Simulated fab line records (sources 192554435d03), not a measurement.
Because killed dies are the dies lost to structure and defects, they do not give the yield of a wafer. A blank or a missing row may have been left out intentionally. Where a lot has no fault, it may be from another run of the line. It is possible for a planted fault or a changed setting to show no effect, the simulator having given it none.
Matching of chambers	flow n5 finfet	N5_PMOS_HMC_CHANNEL_EPI_ETCH_38 on rie si-02: 4 sister chambers
The step etches SiO2 in CF4, target depth 1.5 nm. 4 wafers are shown with their chamber, then 12 later ones without.

WAFERS WITH THEIR CHAMBER
wafer	chamber	throttle valve pct (%)
L084.1	2	21.79
L089.2	1	21.67
L090.3	0	21.70
L090.5	3	22.12

WAFERS WHOSE CHAMBER IS MISSING
wafer	throttle valve pct (%)
L092.1	21.79
L092.2	22.13
L092.6	21.68
L093.1	22.13
L093.4	21.71
L093.6	21.79
L096.2	22.14
L096.4	21.71
L096.5	21.79
L097.2	21.80
L097.3	21.73
L097.6	21.67

EACH ONE'S CHAMBER
wafer	from the rows above	in truth
L092.1	2	2
L092.2	3	3
L092.6	can't be placed: 1 or 0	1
L093.1	3	3
L093.4	0	0
L093.6	2	2
L096.2	3	3
L096.4	0	0
L096.5	2	2
L097.2	2	2
L097.3	0	0
L097.6	1	1
Placed correctly: 11 of 12. From these rows, 1 cannot be placed; in 1 the true chamber is one of the candidates. 0 placed wrongly.
How it was worked out, from the rows above alone: a wafer's distance from a chamber is the root of the sum, over the readings, of the square of ((its reading less the chamber's mean) divided by the reading's scatter). If the next closest chamber is less than 2 further off than the closest, the wafer can't be placed; otherwise it belongs to the closest. For every chamber, the mean is computed from those of its wafers that are shown. The scatter: root of mean squared gap, hidden wafer to nearest shown wafer, with one shown wafer a chamber.
